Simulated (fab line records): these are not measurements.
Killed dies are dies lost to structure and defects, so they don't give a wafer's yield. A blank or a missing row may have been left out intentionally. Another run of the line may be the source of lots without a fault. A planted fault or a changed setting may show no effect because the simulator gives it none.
Matching of chambers :: flow nand-harc :: NHARC_A_STAIRCASE_ETCH_169 on rie-diel-12 has 4 sister chambers
The step etches the open film in CH3F/O2, target depth 50 nm, time 107.1 s. 4 wafers are shown with their chamber, then 8 later ones without.

== EACH WAFER AND ITS CHAMBER ==
wafer: L086.2
chamber: 0
showerhead-plenum-p-Torr (Torr): 2.64

wafer: L088.4
chamber: 1
showerhead-plenum-p-Torr (Torr): 2.59

wafer: L088.6
chamber: 2
showerhead-plenum-p-Torr (Torr): 2.40

wafer: L093.1
chamber: 3
showerhead-plenum-p-Torr (Torr): 2.50

== WAFERS WITHOUT THEIR CHAMBER ==
wafer: L093.4
showerhead-plenum-p-Torr (Torr): 2.58

wafer: L093.6
showerhead-plenum-p-Torr (Torr): 2.63

wafer: L094.2
showerhead-plenum-p-Torr (Torr): 2.49

wafer: L094.3
showerhead-plenum-p-Torr (Torr): 2.39

wafer: L094.5
showerhead-plenum-p-Torr (Torr): 2.39

wafer: L095.1
showerhead-plenum-p-Torr (Torr): 2.58

wafer: L095.3
showerhead-plenum-p-Torr (Torr): 2.49

wafer: L095.6
showerhead-plenum-p-Torr (Torr): 2.39

== THE CHAMBER EACH PASSED THROUGH ==
wafer: L093.4
from the rows above: 1
in truth: 1

wafer: L093.6
from the rows above: 0
in truth: 0

wafer: L094.2
from the rows above: 3
in truth: 3

wafer: L094.3
from the rows above: 2
in truth: 2

wafer: L094.5
from the rows above: 2
in truth: 2

wafer: L095.1
from the rows above: 1
in truth: 1

wafer: L095.3
from the rows above: 3
in truth: 3

wafer: L095.6
from the rows above: 2
in truth: 2
Placed correctly: 8 of 8. Left unplaced by these rows: 0. Placed wrongly: 0.
How it was worked out, from the rows above alone: a wafer's distance from a chamber is the root of the sum, over the readings, of the square of ((its reading less the chamber's mean) divided by the reading's scatter). If the next closest chamber is less than 2 further off than the closest, the wafer can't be placed; otherwise it belongs to the closest. Each chamber's mean is taken over the wafers shown for it. The scatter (one wafer shown for each chamber): square how far every hidden wafer sits from the nearest shown wafer, average those squares and take the square root.
